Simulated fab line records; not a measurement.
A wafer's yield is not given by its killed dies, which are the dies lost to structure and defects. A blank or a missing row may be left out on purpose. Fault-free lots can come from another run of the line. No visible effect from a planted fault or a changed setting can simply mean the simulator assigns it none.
Comparing a struck lot with a sound one :: flow n5-finfet :: 18 steps out of a route of 1938
Sound: these wafers, L900.1, L900.2, L900.6. Struck: wafers L907.2, L907.3 (left out: L907.6, a lot-mate that was not struck); the cause follows at the end.
Each step with rows lists, per side, the tool, then ch with its chambers, then its first start. Under that, the readings that differ: sound wafers :: struck wafers :: difference of the means :: sigmas: that difference in standard deviations of wafers without a fault.
alike: same words and numbers on both sides, and readings whose means sit less than 2 such deviations apart. not compared: any withheld reading, any reading some wafer has no value for, any bound like >300 that may hide the same value, and any number with overlapping values for which the record gives no deviation.
Wherever a step has rows on one side only, a row that says differs or no value, or a row with sigmas, the two part there. Numbers that have no deviation but don't overlap get no sigmas and don't part them. A reading that every wafer of one side lacks parts them only if that side has two wafers or more.

first, 3 steps without rows for these wafers: N5_BEOL_M4_ANNEAL_82 (time 240 s); N5_BEOL_M4_SPUTTER_86 (material Cu, target thk 4.5 nm, time 8.29 s); N5_BEOL_M4_ANNEAL_87 (time 240 s).
N5_BEOL_M4_SPUTTER_88: material Cu, target thk 4.5 nm, time 8.29 s.
  sound on pvd-sputter-01, day 9 11:10; struck on pvd-sputter-01, day 11 13:43
  alike: throttle-valve-pct
N5_BEOL_M4_ANNEAL_89: time 240 s.
  sound on pvd-sputter-01, day 9 11:14; struck on pvd-sputter-01, day 11 13:48
  alike: heater-power-w, susceptor_temp_C_max
N5_BEOL_M4_SPUTTER_90: material Cu, target thk 4.5 nm, time 8.29 s.
  sound on pvd-sputter-01, day 9 11:23; struck on pvd-sputter-01, day 11 13:56
  alike: throttle-valve-pct
then, 1 step without rows for these wafers: N5_BEOL_M4_ANNEAL_91 (time 240 s).
N5_BEOL_M4_SPUTTER_92: material Cu, target thk 4.5 nm, time 8.29 s.
  sound on pvd-sputter-01, day 9 11:36; struck on pvd-sputter-01, day 11 14:10
  alike: throttle-valve-pct
then, 4 steps without rows for these wafers: N5_BEOL_M4_ANNEAL_93 (time 240 s); N5_BEOL_M4_SPUTTER_94 (material Cu, target thk 4.5 nm, time 8.29 s); N5_BEOL_M4_ANNEAL_95 (time 240 s); N5_BEOL_M4_SPUTTER_96 (material Cu, target thk 4.5 nm, time 8.29 s).
N5_BEOL_M4_ECD_50: material Cu, target thk 300 nm.
  sound on ecd-cu-02 ch 0,1, day 9 12:10; struck on ecd-cu-02 ch 0, day 11 14:43
reading: model.Cu_of_BEOL_M4_ECD_50.thk-nm (nm)
sound: 302 299.2 298
struck: 439.2 433
difference: +136.4
sigmas: 
N5_BEOL_M4_ANNEAL_51: time 90 s.
  sound on rtp-anneal-01 ch 0, day 9 12:14; struck on rtp-anneal-01 ch 0, day 11 15:02
  alike: wafer_temp_C_max
N5_BEOL_M4_CMP_52: polishes, stops on SiOC, t overpolish 6.8 s, target thk 40 nm.
  sound on cmp-01 ch 0,1, day 9 12:38; struck on cmp-01 ch 1,3, day 11 15:30
reading: time-to-endpoint-s (s)
sound: 62.9 60.9 63.3
struck: 88.5 88.3
difference: +26.0
sigmas: +11
  alike: edge-zone-pressure-frac, motor-current-A
  not compared: pad-life-wafers
N5_BEOL_M4_THK_MEAS_53: measures by xrf.
  sound on film-metro-02, day 9 12:55; struck on film-metro-02, day 11 15:46
  alike: M4_THK
N5_BEOL_M4_RC_MEAS_101:
  sound on prober-02 ch 0, day 9 13:17; struck on prober-02 ch 0, day 11 16:17
  alike: DIBL_N, DIBL_P, IOFF_N, IOFF_P, ION_N, ION_P, SS_N, SS_P, VT_N, VT_P
-- record jumps: 4 days separate the struck wafers' starts on either side; left off in module BEOL_M4, taken up again in module PASSIVATION, whose first shown step is the route's number 1936 --
N5_PASSIVATION_PROBE_49:
  sound on prober-01, day 13 18:38; struck on prober-02, day 16 03:01
  alike: defect-limited-yield, killed_at_M0_to_M3, killed_at_M4_up, killed-at-contacts, killed-at-front-end, killed-at-other, killed-dies, killed-open, killed-short, sort_bin_5_function, sort_bin_6_memory, sort-n-pass, sort-yield-pct

== WHERE THEY PART ==
Only at N5_BEOL_M4_CMP_52, within this record. Later steps at which nothing parts them and some readings are alike: N5_BEOL_M4_THK_MEAS_53, N5_BEOL_M4_RC_MEAS_101, N5_PASSIVATION_PROBE_49.

WHY: what the simulator had put in
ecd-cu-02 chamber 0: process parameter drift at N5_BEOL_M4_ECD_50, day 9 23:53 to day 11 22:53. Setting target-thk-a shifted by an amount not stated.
